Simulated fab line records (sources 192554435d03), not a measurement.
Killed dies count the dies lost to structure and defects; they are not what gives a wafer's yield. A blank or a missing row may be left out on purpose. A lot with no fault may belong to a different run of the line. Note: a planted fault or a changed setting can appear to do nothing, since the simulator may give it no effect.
3 desks, one fault / flow n5 finfet / every desk sees just its own numbers, and what lay behind them comes last

== DESK OF THE TOOL OWNER: rie diel-05 ==
The tool's own readings at N5_BEOL_M11_ETCH_61 (etches SiARC in CF4, target depth 39 nm, time 65 s): means of the sampled wafers that have a number, for each lot that ran on this tool. The brackets show how far a lot's mean lies from the usual mean; more than 4 standard deviations puts the lot out of limits, marked OUT.
Columns: A = chamber pressure mTorr at N5_BEOL_M11_ETCH_61, usual 40.00 mTorr; B = drypump motor current A at N5_BEOL_M11_ETCH_61, usual 5.8 A; C = etch rf on time s at N5_BEOL_M11_ETCH_61, usual 65.4 s; D = oes product au at N5_BEOL_M11_ETCH_61, usual 0.65 a.u.; E = rf vpp V at N5_BEOL_M11_ETCH_61, usual 184.1 V; F = showerhead plenum p Torr at N5_BEOL_M11_ETCH_61, usual 2.13 Torr; G = throttle valve pct at N5_BEOL_M11_ETCH_61, usual 15.69 %
lot=L893; first seen here=day 10 22:08; A=40.02; B=5.9; C=65.6; D=0.61; E=184.5; F=2.16; G=15.65
lot=L898; first seen here=day 12 15:05; A=39.99; B=6.1; C=64.0; D=0.68; E=184.5; F=2.14; G=15.78
lot=L906; first seen here=day 14 18:34; A=40.00; B=6.2; C=85.2 (+16) OUT; D=0.63; E=185.4; F=2.18; G=15.54
Finding of this desk: L906 out of limits; the first was L906 at day 14 18:34, on etch rf on time s at N5_BEOL_M11_ETCH_61. L893, L898: within limits.

== THE METROLOGY DESK ==
What the gauges read for every lot (on any tool): the sampled wafers with a number, averaged. The brackets show how far a lot's mean lies from the usual mean; more than 4 standard deviations puts the lot out of limits, marked OUT.
Columns: A = M11_OVL at N5_BEOL_M11_OVL_MEAS_12, usual 0.4 nm
lot=L888; first seen here=day 9 20:45; A=1.0
lot=L890; first seen here=day 10 12:11; A=0.1
lot=L893; first seen here=day 10 22:02; A=-0.1
lot=L892; first seen here=day 10 23:44; A=1.0
lot=L895; first seen here=day 11 16:02; A=0.1
lot=L896; first seen here=day 11 23:31; A=0.0
lot=L898; first seen here=day 12 13:49; A=0.4
lot=L897; first seen here=day 12 19:49; A=-0.0
lot=L906; first seen here=day 14 18:28; A=0.8
lot=L909; first seen here=day 15 17:34; A=0.7
lot=L911; first seen here=day 16 00:22; A=0.7
This desk's verdict: no lot among the 11 shows anything out of limits.

== THE DEFECT DESK ==
Inspection counts along the route, by lot: the mean over sampled wafers that carry a number. The brackets show how far a lot's mean lies from the usual mean; more than 4 standard deviations puts the lot out of limits, marked OUT.
Columns: A = raw defect count at N5_BEOL_M10_INSPECT_58, usual 72
lot=L888; first seen here=day 9 18:59; A=73
lot=L890; first seen here=day 10 11:01; A=64
lot=L893; first seen here=day 10 19:02; A=69
lot=L892; first seen here=day 10 19:39; A=67
lot=L895; first seen here=day 11 14:17; A=97
lot=L896; first seen here=day 11 20:25; A=62
lot=L898; first seen here=day 12 11:35; A=58
lot=L897; first seen here=day 12 14:33; A=60
lot=L906; first seen here=day 14 15:35; A=55
lot=L909; first seen here=day 15 15:20; A=83
lot=L911; first seen here=day 15 22:42; A=91
This desk's verdict: no lot among the 11 shows anything out of limits.

== ALL TOGETHER ==
An alarm could have come from the tool owner's desk at day 14 18:34, on L906.
At the metrology desk, nothing out of limits was observed.
No out-of-limits result turned up at the defect desk.
The metrology desk has L906 on record, within its limits.
The defect desk has L906 on record, within its limits.
The lots listed all ran N5_BEOL_M11_ETCH_61 on rie diel-05.

== WHAT HAD BEEN PUT IN BY THE SIMULATOR ==
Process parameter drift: rie diel-05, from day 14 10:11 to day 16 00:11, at N5_BEOL_M11_ETCH_61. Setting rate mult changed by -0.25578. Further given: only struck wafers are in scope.
Struck lots among those shown: L906.
Delay in hours, fault start to first out-of-limits reading, by desk: the tool owner's desk at 8.
